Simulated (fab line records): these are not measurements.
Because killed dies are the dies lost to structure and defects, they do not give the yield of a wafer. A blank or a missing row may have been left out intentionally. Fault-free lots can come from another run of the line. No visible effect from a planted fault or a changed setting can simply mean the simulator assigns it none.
Which tool did it? | flow nand-harc | Sampling: 24 lots, 72 wafers, 6 of 1302 route steps

== WHAT THE GAUGES SHOWED, per wafer ==
NHARC_P_M2_CD_MEAS_09: target cd 170 nm.
lot  | measured     | on        | cd-nm (nm)
L074 | day 6 09:40  | cd-sem-03 | 170.0 170.4 169.9
L075 | day 6 17:37  | cd-sem-03 | 170.8 170.4 170.2
L076 | day 7 06:30  | cd-sem-03 | 170.4 169.9 170.0
L077 | day 7 21:41  | cd-sem-02 | 168.9 169.1 168.7
L078 | day 7 22:10  | cd-sem-03 | 169.5 169.4 170.4
L079 | day 8 07:20  | cd-sem-01 | 170.4 170.3 171.1
L080 | day 9 00:00  | cd-sem-01 | 170.0 170.2 169.6
L081 | day 9 05:02  | cd-sem-01 | 170.2 170.3 170.4
L082 | day 10 02:34 | cd-sem-02 | 169.8 169.9 169.6
L083 | day 10 06:37 | cd-sem-01 | 170.0 170.5 169.8
L084 | day 10 10:35 | cd-sem-03 | 170.2 169.8 169.1
L085 | day 10 23:20 | cd-sem-01 | 169.4 170.5 169.6
L086 | day 11 05:05 | cd-sem-02 | 170.3 170.4 170.7
L087 | day 11 15:59 | cd-sem-02 | 169.7 170.6 170.1
L089 | day 12 11:49 | cd-sem-03 | 170.6 170.6 170.2
L088 | day 12 12:47 | cd-sem-02 | 169.1 170.7 170.1
L090 | day 13 02:38 | cd-sem-02 | 169.8 170.6 170.3
L091 | day 13 06:23 | cd-sem-01 | 169.4 169.7 169.2
L092 | day 14 02:16 | cd-sem-03 | 169.3 169.3 169.4
L093 | day 14 06:50 | cd-sem-02 | 170.4 170.1 170.6
L094 | day 14 20:08 | cd-sem-01 | 169.9 169.2 169.9
L095 | day 14 21:52 | cd-sem-02 | 170.3 170.0 170.4
L096 | day 15 14:21 | cd-sem-03 | 170.0 170.0 170.3
L097 | day 16 07:29 | cd-sem-03 | 170.0 169.8 169.3

== EACH LOT AND THE TOOL THAT RAN IT (in order: tool; ch and the chambers of the sampled wafers; start) ==
lot  | NHARC_P_CONTACT_DEGAS_38     | NHARC_P_CONTACT_CMP_24        | NHARC_P_M1_DEGAS_29          | NHARC_P_M1_PRE_CLEAN_30                 | NHARC_P_M1_PRE_CLEAN_32
L074 | pvd-sputter-02, day 5 22:41  | cmp-01 ch 0,2,3, day 5 23:47  | pvd-sputter-01, day 6 06:44  | pvd-sputter-01, day 6 08:21 or earlier  | pecvd-03 ch 0,1,2, day 6 08:21
L075 | pvd-sputter-03, day 6 07:01  | cmp-04 ch 2,3, day 6 08:08    | pvd-sputter-03, day 6 14:48  | pvd-sputter-03, day 6 16:26 or earlier  | pecvd-03 ch 0,2, day 6 16:26
L076 | pvd-sputter-02, day 6 20:01  | cmp-04 ch 0,1,3, day 6 21:10  | pvd-sputter-03, day 7 03:40  | pvd-sputter-03, day 7 05:17 or earlier  | pecvd-02 ch 0,1,2, day 7 05:17
L077 | pvd-sputter-01, day 7 11:05  | cmp-01 ch 0,1,2, day 7 12:13  | pvd-sputter-02, day 7 18:46  | pvd-sputter-02, day 7 20:25 or earlier  | pecvd-02 ch 0,1,2, day 7 20:25
L078 | pvd-sputter-02, day 7 11:25  | cmp-01 ch 0,2,3, day 7 12:35  | pvd-sputter-03, day 7 19:12  | pvd-sputter-03, day 7 20:50 or earlier  | pecvd-01 ch 0,1, day 7 20:50
L079 | pvd-sputter-01, day 7 20:52  | cmp-04 ch 0,1,3, day 7 22:00  | pvd-sputter-02, day 8 04:32  | pvd-sputter-02, day 8 06:09 or earlier  | pecvd-02 ch 0,1, day 8 06:09
L080 | pvd-sputter-03, day 8 13:02  | cmp-04 ch 0,2,3, day 8 14:10  | pvd-sputter-01, day 8 21:11  | pvd-sputter-01, day 8 22:52 or earlier  | pecvd-01 ch 0,2, day 8 22:52
L081 | pvd-sputter-03, day 8 18:11  | cmp-03 ch 0,2,3, day 8 19:17  | pvd-sputter-01, day 9 01:59  | pvd-sputter-01, day 9 03:42 or earlier  | pecvd-02 ch 1,2, day 9 03:42
L082 | pvd-sputter-03, day 9 13:25  | cmp-03 ch 0,1,3, day 9 14:34  | pvd-sputter-01, day 9 23:38  | pvd-sputter-01, day 10 01:16 or earlier | pecvd-03 ch 0,2, day 10 01:16
L083 | pvd-sputter-03, day 9 20:01  | cmp-01 ch 0,1,2, day 9 21:09  | pvd-sputter-03, day 10 03:47 | pvd-sputter-03, day 10 05:27 or earlier | pecvd-02 ch 0,1, day 10 05:27
L084 | pvd-sputter-01, day 9 23:59  | cmp-01 ch 0,1,2, day 10 01:05 | pvd-sputter-01, day 10 07:34 | pvd-sputter-01, day 10 09:11 or earlier | pecvd-03 ch 1,2, day 10 09:11
L085 | pvd-sputter-03, day 10 11:49 | cmp-04 ch 0,2,3, day 10 13:30 | pvd-sputter-02, day 10 20:21 | pvd-sputter-02, day 10 22:00 or earlier | pecvd-03 ch 1,2, day 10 22:00
L086 | pvd-sputter-02, day 10 17:59 | cmp-03 ch 0,1,3, day 10 19:40 | pvd-sputter-03, day 11 02:07 | pvd-sputter-03, day 11 03:46 or earlier | pecvd-01 ch 1,2, day 11 03:46
L087 | pvd-sputter-02, day 11 04:42 | cmp-04 ch 1,2,3, day 11 05:47 | pvd-sputter-02, day 11 12:52 | pvd-sputter-02, day 11 14:29 or earlier | pecvd-02 ch 0,1, day 11 14:29
L089 | pvd-sputter-03, day 12 01:31 | cmp-03 ch 0,1,3, day 12 02:38 | pvd-sputter-03, day 12 08:59 | pvd-sputter-03, day 12 10:37 or earlier | pecvd-03 ch 1,2, day 12 10:37
L088 | pvd-sputter-02, day 12 02:10 | cmp-01 ch 0,3, day 12 03:17   | pvd-sputter-01, day 12 09:49 | pvd-sputter-01, day 12 11:27 or earlier | pecvd-01 ch 0,2, day 12 11:27
L090 | pvd-sputter-03, day 12 15:53 | cmp-01 ch 0,2,3, day 12 17:02 | pvd-sputter-03, day 12 23:40 | pvd-sputter-03, day 13 01:19 or earlier | pecvd-02 ch 0,1,2, day 13 01:19
L091 | pvd-sputter-03, day 12 19:43 | cmp-04 ch 0,2,3, day 12 20:50 | pvd-sputter-01, day 13 03:35 | pvd-sputter-01, day 13 05:11 or earlier | pecvd-03 ch 1,2, day 13 05:11
L092 | pvd-sputter-02, day 13 15:45 | cmp-01 ch 0,1,3, day 13 16:54 | pvd-sputter-01, day 13 23:29 | pvd-sputter-01, day 14 01:07 or earlier | pecvd-03 ch 0,1, day 14 01:07
L093 | pvd-sputter-02, day 13 20:14 | cmp-03 ch 2,3, day 13 21:20   | pvd-sputter-02, day 14 03:51 | pvd-sputter-02, day 14 05:41 or earlier | pecvd-03 ch 0,1,2, day 14 05:41
L094 | pvd-sputter-02, day 14 09:29 | cmp-01 ch 0,2,3, day 14 10:35 | pvd-sputter-02, day 14 17:18 | pvd-sputter-02, day 14 18:56 or earlier | pecvd-02 ch 1,2, day 14 18:56
L095 | pvd-sputter-02, day 14 11:21 | cmp-03 ch 0,1, day 14 12:28   | pvd-sputter-01, day 14 19:03 | pvd-sputter-01, day 14 20:41 or earlier | pecvd-03 ch 0,1,2, day 14 20:41
L096 | pvd-sputter-01, day 15 03:50 | cmp-01 ch 0,3, day 15 04:58   | pvd-sputter-01, day 15 11:30 | pvd-sputter-01, day 15 13:10 or earlier | pecvd-03 ch 0,1,2, day 15 13:10
L097 | pvd-sputter-02, day 15 21:09 | cmp-01 ch 0,1,2, day 15 22:16 | pvd-sputter-01, day 16 04:40 | pvd-sputter-01, day 16 06:17 or earlier | pecvd-02 ch 0,1,2, day 16 06:17
- NHARC_P_CONTACT_DEGAS_38: time 60 s.
- NHARC_P_CONTACT_CMP_24: polishes, t overpolish 30 s, target thk 200 nm.
- NHARC_P_M1_DEGAS_29: time 60 s.
- NHARC_P_M1_PRE_CLEAN_30: time 30 s.
- NHARC_P_M1_PRE_CLEAN_32: time 12 s.

== AS READ BY THE TOOLS THEMSELVES (means over the sampled wafers that have a number; for cases with no such wafer, the mark the record gives instead) ==
NHARC_P_CONTACT_DEGAS_38.
lot  | tool           | heater-power-w (W)
L074 | pvd-sputter-02 | 459
L075 | pvd-sputter-03 | 494
L076 | pvd-sputter-02 | 510
L077 | pvd-sputter-01 | 512
L078 | pvd-sputter-02 | 446
L079 | pvd-sputter-01 | 519
L080 | pvd-sputter-03 | 477
L081 | pvd-sputter-03 | 494
L082 | pvd-sputter-03 | 474
L083 | pvd-sputter-03 | 472
L084 | pvd-sputter-01 | 497
L085 | pvd-sputter-03 | 489
L086 | pvd-sputter-02 | 453
L087 | pvd-sputter-02 | 489
L089 | pvd-sputter-03 | 521
L088 | pvd-sputter-02 | 446
L090 | pvd-sputter-03 | 464
L091 | pvd-sputter-03 | 505
L092 | pvd-sputter-02 | 485
L093 | pvd-sputter-02 | 461
L094 | pvd-sputter-02 | 444
L095 | pvd-sputter-02 | 454
L096 | pvd-sputter-01 | 489
L097 | pvd-sputter-02 | 491

NHARC_P_CONTACT_CMP_24.
lot  | tool   | motor-current-A (A) | overpolish-run-s (s) | time-to-endpoint-s (s)
L074 | cmp-01 | 12.7                | 29.993               | 40.2
L075 | cmp-04 | 13.3                | 29.993               | 43.0
L076 | cmp-04 | 12.3                | 29.997               | 40.7
L077 | cmp-01 | 12.0                | 30.014               | 37.7
L078 | cmp-01 | 12.6                | 30.004               | 41.0
L079 | cmp-04 | 12.7                | 29.998               | 38.8
L080 | cmp-04 | 11.9                | 29.999               | 38.6
L081 | cmp-03 | 11.9                | 30.000               | 42.3
L082 | cmp-03 | 12.9                | 29.988               | 43.0
L083 | cmp-01 | 11.8                | 29.997               | 39.5
L084 | cmp-01 | 11.7                | 30.010               | 37.8
L085 | cmp-04 | 12.1                | 30.003               | 40.0
L086 | cmp-03 | 12.9                | 29.991               | 41.9
L087 | cmp-04 | 13.1                | 30.004               | 38.5
L089 | cmp-03 | 13.0                | 29.999               | 42.6
L088 | cmp-01 | 13.9                | 30.002               | 38.7
L090 | cmp-01 | 12.6                | 30.002               | 39.8
L091 | cmp-04 | 12.3                | 30.000               | 41.0
L092 | cmp-01 | 12.8                | 30.003               | 37.9
L093 | cmp-03 | 11.6                | 30.009               | 42.3
L094 | cmp-01 | 12.4                | 29.999               | 40.8
L095 | cmp-03 | 13.3                | 30.003               | 41.8
L096 | cmp-01 | 13.4                | 29.998               | 42.1
L097 | cmp-01 | 12.2                | 30.006               | 41.7

NHARC_P_M1_DEGAS_29.
lot  | tool           | heater-power-w (W)
L074 | pvd-sputter-01 | 359
L075 | pvd-sputter-03 | 342
L076 | pvd-sputter-03 | 338
L077 | pvd-sputter-02 | 328
L078 | pvd-sputter-03 | 337
L079 | pvd-sputter-02 | 351
L080 | pvd-sputter-01 | 373
L081 | pvd-sputter-01 | 369
L082 | pvd-sputter-01 | 377
L083 | pvd-sputter-03 | 357
L084 | pvd-sputter-01 | 357
L085 | pvd-sputter-02 | 319
L086 | pvd-sputter-03 | 338
L087 | pvd-sputter-02 | 351
L089 | pvd-sputter-03 | 356
L088 | pvd-sputter-01 | 355
L090 | pvd-sputter-03 | 354
L091 | pvd-sputter-01 | 335
L092 | pvd-sputter-01 | 345
L093 | pvd-sputter-02 | 315
L094 | pvd-sputter-02 | 337
L095 | pvd-sputter-01 | 362
L096 | pvd-sputter-01 | 342
L097 | pvd-sputter-01 | 355

NHARC_P_M1_PRE_CLEAN_30.
lot  | tool           | heater-power-w (W)
L074 | pvd-sputter-01 | 438
L075 | pvd-sputter-03 | 420
L076 | pvd-sputter-03 | 418
L077 | pvd-sputter-02 | 453
L078 | pvd-sputter-03 | 422
L079 | pvd-sputter-02 | 401
L080 | pvd-sputter-01 | 445
L081 | pvd-sputter-01 | 447
L082 | pvd-sputter-01 | 452
L083 | pvd-sputter-03 | 440
L084 | pvd-sputter-01 | 438
L085 | pvd-sputter-02 | 430
L086 | pvd-sputter-03 | 429
L087 | pvd-sputter-02 | 451
L089 | pvd-sputter-03 | 406
L088 | pvd-sputter-01 | 423
L090 | pvd-sputter-03 | 459
L091 | pvd-sputter-01 | 418
L092 | pvd-sputter-01 | 420
L093 | pvd-sputter-02 | 405
L094 | pvd-sputter-02 | 421
L095 | pvd-sputter-01 | 436
L096 | pvd-sputter-01 | 417
L097 | pvd-sputter-01 | 417

NHARC_P_M1_PRE_CLEAN_32.
lot  | tool     | heater-power-outer-w (W) | heater-power-w (W)
L074 | pecvd-03 | 405                      | 702
L075 | pecvd-03 | 356                      | 639
L076 | pecvd-02 | 352                      | 630
L077 | pecvd-02 | 345                      | 616
L078 | pecvd-01 | 390                      | 643
L079 | pecvd-02 | 376                      | 674
L080 | pecvd-01 | 352                      | 581
L081 | pecvd-02 | 362                      | 616
L082 | pecvd-03 | 378                      | 652
L083 | pecvd-02 | 384                      | 696
L084 | pecvd-03 | 363                      | 634
L085 | pecvd-03 | 396                      | 678
L086 | pecvd-01 | 305                      | 544
L087 | pecvd-02 | 412                      | 739
L089 | pecvd-03 | 360                      | 631
L088 | pecvd-01 | 335                      | 569
L090 | pecvd-02 | 382                      | 667
L091 | pecvd-03 | 389                      | 666
L092 | pecvd-03 | 392                      | 699
L093 | pecvd-03 | 418                      | 720
L094 | pecvd-02 | 394                      | 683
L095 | pecvd-03 | 408                      | 687
L096 | pecvd-03 | 423                      | 730
L097 | pecvd-02 | 369                      | 659

== THE ANSWER, worked out from the rows above alone ==
Rule: the lots themselves supply what counts as usual. Put in order of their means at a reading, lots are off if they are a third of the lots or fewer, leave a main group of 4 or more, and stand apart from it by a gap of 3 or more times the standard deviation of the main group's means; of several such gaps the widest counts. If all means in a main group match to the digits the tables above print for the reading, that group is not used. A lot without any number at a reading at which 4 lots or more have one is off too. All remaining lots with rows at the step are treated as sound. After the gauges, taken in route order, come the tools' own readings; for these a lot's mean is taken, as printed above. The first step at which some lot is off is used, and at that step the reading that is off furthest; a lot without a number counts as furthest.
Nothing can be told from this: no lot is off at any reading shown.

== WHAT THE SIMULATOR HAD PUT IN ==
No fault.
